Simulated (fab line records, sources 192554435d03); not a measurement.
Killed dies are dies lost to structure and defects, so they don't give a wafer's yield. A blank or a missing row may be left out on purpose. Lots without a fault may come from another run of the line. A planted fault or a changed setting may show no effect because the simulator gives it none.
Chamber matching | flow n5_finfet | N5_DUMMY_GATE_ETCH_29 on rie_diel-05: 4 sister chambers
The step etches underlayer in N2/H2, target depth 13 nm. 16 wafers are shown with their chamber, then 8 later ones without.

WAFERS WITH THEIR CHAMBER
wafer  | chamber | showerhead_plenum_p_Torr (Torr) | drypump_motor_current_A (A) | throttle_valve_pct (%)
L077.2 | 2       | 2.70                            | 6.1                         | 18.00
L077.3 | 1       | 2.66                            | 5.6                         | 18.10
L077.5 | 0       | 2.43                            | 5.0                         | 17.91
L081.3 | 1       | 2.65                            | 5.6                         | 18.09
L081.5 | 1       | 2.65                            | 5.6                         | 18.11
L081.6 | 0       | 2.43                            | 5.0                         | 17.91
L087.1 | 2       | 2.70                            | 6.1                         | 18.05
L087.2 | 3       | 2.44                            | 5.8                         | 17.80
L087.6 | 0       | 2.43                            | 5.0                         | 17.91
L090.3 | 3       | 2.44                            | 5.7                         | 17.79
L090.4 | 1       | 2.65                            | 5.6                         | 18.11
L090.6 | 0       | 2.43                            | 5.0                         | 17.93
L092.1 | 3       | 2.44                            | 5.7                         | 17.81
L092.2 | 2       | 2.70                            | 6.1                         | 18.05
L092.3 | 0       | 2.43                            | 5.0                         | 17.93
L092.4 | 1       | 2.65                            | 5.6                         | 18.13

SIGNATURES (means of the wafers above)
reading                  | chamber 0 | chamber 1 | chamber 2 | chamber 3 | scatter within a chamber
showerhead_plenum_p_Torr | 2.4300    | 2.6520    | 2.7000    | 2.4400    | 0.00258
drypump_motor_current_A  | 5.000     | 5.600     | 6.100     | 5.733     | 0.0236
throttle_valve_pct       | 17.9180   | 18.1080   | 18.0333   | 17.8000   | 0.0164
Rule: a wafer's distance from a chamber is the root of the sum, over the readings, of the square of ((its reading less the chamber's mean) divided by the reading's scatter). The wafer belongs to the nearest chamber; if the next one is less than 2 further off, it can't be placed. The scatter: the root of (the sum of the squares of (reading less its chamber's mean) over the shown wafers, divided by (wafers less chambers)).

WAFERS WITHOUT THEIR CHAMBER
wafer  | showerhead_plenum_p_Torr (Torr) | drypump_motor_current_A (A) | throttle_valve_pct (%)
L092.5 | 2.65                            | 5.6                         | 18.13
L092.6 | 2.43                            | 5.0                         | 17.93
L093.2 | 2.43                            | 5.0                         | 17.94
L093.3 | 2.69                            | 6.2                         | 18.05
L093.6 | 2.65                            | 5.6                         | 18.12
L095.1 | 2.65                            | 5.6                         | 18.14
L095.2 | 2.69                            | 6.2                         | 18.03
L095.6 | 2.65                            | 5.5                         | 18.13

WHICH CHAMBER EACH WENT THROUGH
wafer  | from the rows above | in truth
L092.5 | 1                   | 1
L092.6 | 0                   | 0
L093.2 | 0                   | 0
L093.3 | 2                   | 2
L093.6 | 1                   | 1
L095.1 | 1                   | 1
L095.2 | 2                   | 2
L095.6 | 1                   | 1
Placed correctly: 8 of 8. Can't be placed from these rows: 0. Placed wrongly: 0.
